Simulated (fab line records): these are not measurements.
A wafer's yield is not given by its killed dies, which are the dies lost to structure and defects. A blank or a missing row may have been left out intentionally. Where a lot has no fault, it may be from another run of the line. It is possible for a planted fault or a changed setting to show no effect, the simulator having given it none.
A sampling plan put to the test || flow n5 finfet || 18 faults told of in these records, all on one fab line, each judged by the records of the lots it struck
The plan is the line's own looks: the steps of the route at which a gauge or an inspection reads the wafer and doesn't change it. A look can be judged if struck wafers have a number there and the file gives its usual mean and standard deviation on fault-free wafers. Caught: a look later than the fault's first step finds the struck wafers' mean 4 or more of those standard deviations (sigma) from the usual mean. On the tool: the same test on the tool's own readings at the fault's steps. If the struck wafers alone have a blank record, or they carry another recipe, that too counts as caught.

== THE FAULTS, as the simulator had put them in ==
1. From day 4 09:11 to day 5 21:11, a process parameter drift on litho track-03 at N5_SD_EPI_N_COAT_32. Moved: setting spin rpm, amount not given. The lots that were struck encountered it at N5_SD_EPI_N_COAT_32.
2. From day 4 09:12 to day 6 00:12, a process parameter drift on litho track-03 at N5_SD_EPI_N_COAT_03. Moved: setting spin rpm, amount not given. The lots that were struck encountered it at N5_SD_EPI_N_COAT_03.
3. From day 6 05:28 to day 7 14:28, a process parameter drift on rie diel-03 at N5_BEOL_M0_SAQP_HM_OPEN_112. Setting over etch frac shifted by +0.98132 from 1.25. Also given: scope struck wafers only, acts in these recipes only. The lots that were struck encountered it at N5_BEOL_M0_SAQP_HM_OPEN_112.
4. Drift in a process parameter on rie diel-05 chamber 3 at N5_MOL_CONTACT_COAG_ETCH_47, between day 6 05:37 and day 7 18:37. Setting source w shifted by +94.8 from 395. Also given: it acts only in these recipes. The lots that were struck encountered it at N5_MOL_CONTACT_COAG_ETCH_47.
5. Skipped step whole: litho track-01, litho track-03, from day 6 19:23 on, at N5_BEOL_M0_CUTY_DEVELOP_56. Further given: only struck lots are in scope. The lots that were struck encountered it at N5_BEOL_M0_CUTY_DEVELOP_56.
6. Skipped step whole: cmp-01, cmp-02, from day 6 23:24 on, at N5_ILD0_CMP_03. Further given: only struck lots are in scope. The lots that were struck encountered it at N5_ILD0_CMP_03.
7. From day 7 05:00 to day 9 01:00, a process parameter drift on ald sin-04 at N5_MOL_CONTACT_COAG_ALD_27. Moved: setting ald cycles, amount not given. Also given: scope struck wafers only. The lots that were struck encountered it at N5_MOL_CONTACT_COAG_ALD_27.
8. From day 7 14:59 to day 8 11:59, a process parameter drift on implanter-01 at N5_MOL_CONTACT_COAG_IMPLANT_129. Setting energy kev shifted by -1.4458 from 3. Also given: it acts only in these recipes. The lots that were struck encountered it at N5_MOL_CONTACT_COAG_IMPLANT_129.
9. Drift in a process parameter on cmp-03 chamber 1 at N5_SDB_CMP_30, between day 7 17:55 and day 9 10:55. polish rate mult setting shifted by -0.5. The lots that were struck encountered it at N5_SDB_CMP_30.
10. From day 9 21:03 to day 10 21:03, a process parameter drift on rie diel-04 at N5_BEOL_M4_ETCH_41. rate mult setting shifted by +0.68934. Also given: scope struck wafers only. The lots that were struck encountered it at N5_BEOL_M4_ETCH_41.
11. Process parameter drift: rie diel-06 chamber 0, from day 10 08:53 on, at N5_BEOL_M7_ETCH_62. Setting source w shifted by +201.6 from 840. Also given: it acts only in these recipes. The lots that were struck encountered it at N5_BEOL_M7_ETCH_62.
12. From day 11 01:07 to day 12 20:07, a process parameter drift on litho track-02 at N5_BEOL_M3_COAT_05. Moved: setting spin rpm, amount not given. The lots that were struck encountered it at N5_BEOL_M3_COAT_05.
13. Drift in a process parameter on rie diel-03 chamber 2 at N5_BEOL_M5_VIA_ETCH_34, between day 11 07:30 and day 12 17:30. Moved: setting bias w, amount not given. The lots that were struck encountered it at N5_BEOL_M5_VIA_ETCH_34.
14. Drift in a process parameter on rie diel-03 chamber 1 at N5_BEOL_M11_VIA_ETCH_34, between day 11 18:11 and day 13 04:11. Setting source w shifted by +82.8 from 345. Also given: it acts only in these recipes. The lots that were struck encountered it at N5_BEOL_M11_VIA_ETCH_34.
15. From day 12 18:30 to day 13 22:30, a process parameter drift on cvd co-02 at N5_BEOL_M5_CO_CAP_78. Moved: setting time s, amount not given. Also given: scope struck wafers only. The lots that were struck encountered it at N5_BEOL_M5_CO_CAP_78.
16. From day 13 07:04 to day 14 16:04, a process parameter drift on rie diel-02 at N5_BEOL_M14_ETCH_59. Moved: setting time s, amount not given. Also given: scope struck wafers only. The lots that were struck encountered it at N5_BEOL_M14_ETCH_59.
17. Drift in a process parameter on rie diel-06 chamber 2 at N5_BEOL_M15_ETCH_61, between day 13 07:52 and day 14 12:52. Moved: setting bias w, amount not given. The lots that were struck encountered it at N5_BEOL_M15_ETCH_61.
18. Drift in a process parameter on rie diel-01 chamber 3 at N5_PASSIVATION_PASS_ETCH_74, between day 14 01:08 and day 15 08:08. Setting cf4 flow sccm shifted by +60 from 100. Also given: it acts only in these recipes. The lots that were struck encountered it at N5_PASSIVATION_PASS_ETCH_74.

== WHAT THE PLAN SAW ==
{"fault": 1, "on the tool itself": "spin speed rpm +99 or beyond sigma", "first look that catches it": "none of the 3 looks that can be judged after it", "reading, sigma": "-", "median hours from its first step to that look": "-", "hours from the fault's start to the first struck lot there": "-", "judged looks passed uncaught": 3}
{"fault": 2, "on the tool itself": "spin speed rpm +99 or beyond sigma", "first look that catches it": "not the one look that can be judged after it", "reading, sigma": "-", "median hours from its first step to that look": "-", "hours from the fault's start to the first struck lot there": "-", "judged looks passed uncaught": 1}
{"fault": 3, "on the tool itself": "under 2 sigma", "first look that catches it": "not the one look that can be judged after it", "reading, sigma": "-", "median hours from its first step to that look": "-", "hours from the fault's start to the first struck lot there": "-", "judged looks passed uncaught": 1}
{"fault": 4, "on the tool itself": "rf fwd power W +51 sigma", "first look that catches it": "not the one look that can be judged after it", "reading, sigma": "-", "median hours from its first step to that look": "-", "hours from the fault's start to the first struck lot there": "-", "judged looks passed uncaught": 1}
{"fault": 5, "on the tool itself": "the tool's record is blank for the struck wafers", "first look that catches it": "no look after it can be judged", "reading, sigma": "-", "median hours from its first step to that look": "-", "hours from the fault's start to the first struck lot there": "-", "judged looks passed uncaught": 0}
{"fault": 6, "on the tool itself": "the tool's record is blank for the struck wafers", "first look that catches it": "no look after it can be judged", "reading, sigma": "-", "median hours from its first step to that look": "-", "hours from the fault's start to the first struck lot there": "-", "judged looks passed uncaught": 0}
{"fault": 7, "on the tool itself": "run length s +99 or beyond sigma", "first look that catches it": "none of the 2 looks that can be judged after it", "reading, sigma": "-", "median hours from its first step to that look": "-", "hours from the fault's start to the first struck lot there": "-", "judged looks passed uncaught": 2}
{"fault": 8, "on the tool itself": "beam energy keV -99 or beyond sigma", "first look that catches it": "not the one look that can be judged after it", "reading, sigma": "-", "median hours from its first step to that look": "-", "hours from the fault's start to the first struck lot there": "-", "judged looks passed uncaught": 1}
{"fault": 9, "on the tool itself": "time to endpoint s +8.6 sigma", "first look that catches it": "not the one look that can be judged after it", "reading, sigma": "-", "median hours from its first step to that look": "-", "hours from the fault's start to the first struck lot there": "-", "judged looks passed uncaught": 1}
{"fault": 10, "on the tool itself": "oes product au +5.5 sigma", "first look that catches it": "none of the 2 looks that can be judged after it", "reading, sigma": "-", "median hours from its first step to that look": "-", "hours from the fault's start to the first struck lot there": "-", "judged looks passed uncaught": 2}
{"fault": 11, "on the tool itself": "rf fwd power W +72 sigma", "first look that catches it": "no look after it can be judged", "reading, sigma": "-", "median hours from its first step to that look": "-", "hours from the fault's start to the first struck lot there": "-", "judged looks passed uncaught": 0}
{"fault": 12, "on the tool itself": "spin speed rpm -75 sigma", "first look that catches it": "not the one look that can be judged after it", "reading, sigma": "-", "median hours from its first step to that look": "-", "hours from the fault's start to the first struck lot there": "-", "judged looks passed uncaught": 1}
{"fault": 13, "on the tool itself": "bias w +69 sigma", "first look that catches it": "not the one look that can be judged after it", "reading, sigma": "-", "median hours from its first step to that look": "-", "hours from the fault's start to the first struck lot there": "-", "judged looks passed uncaught": 1}
{"fault": 14, "on the tool itself": "rf fwd power W +59 sigma", "first look that catches it": "no look after it can be judged", "reading, sigma": "-", "median hours from its first step to that look": "-", "hours from the fault's start to the first struck lot there": "-", "judged looks passed uncaught": 0}
{"fault": 15, "on the tool itself": "run length s -40 sigma", "first look that catches it": "not the one look that can be judged after it", "reading, sigma": "-", "median hours from its first step to that look": "-", "hours from the fault's start to the first struck lot there": "-", "judged looks passed uncaught": 1}
{"fault": 16, "on the tool itself": "run length s +6.6 sigma", "first look that catches it": "no look after it can be judged", "reading, sigma": "-", "median hours from its first step to that look": "-", "hours from the fault's start to the first struck lot there": "-", "judged looks passed uncaught": 0}
{"fault": 17, "on the tool itself": "bias w +22 sigma", "first look that catches it": "no look after it can be judged", "reading, sigma": "-", "median hours from its first step to that look": "-", "hours from the fault's start to the first struck lot there": "-", "judged looks passed uncaught": 0}
{"fault": 18, "on the tool itself": "cf4 flow sccm +99 or beyond sigma", "first look that catches it": "no look after it can be judged", "reading, sigma": "-", "median hours from its first step to that look": "-", "hours from the fault's start to the first struck lot there": "-", "judged looks passed uncaught": 0}
A dash: the fault isn't caught, or these records don't give the number.

Caught at a look: 0 of 18. Caught on the tool: 17 of 18. By one or the other: 17 of 18.
Faults 1, 2, 4, 5, 6, 7, 8, 9, 10, 11, 12, 13, 14, 15, 16, 17, 18 were caught on the tool alone.
Caught by neither: fault 3.
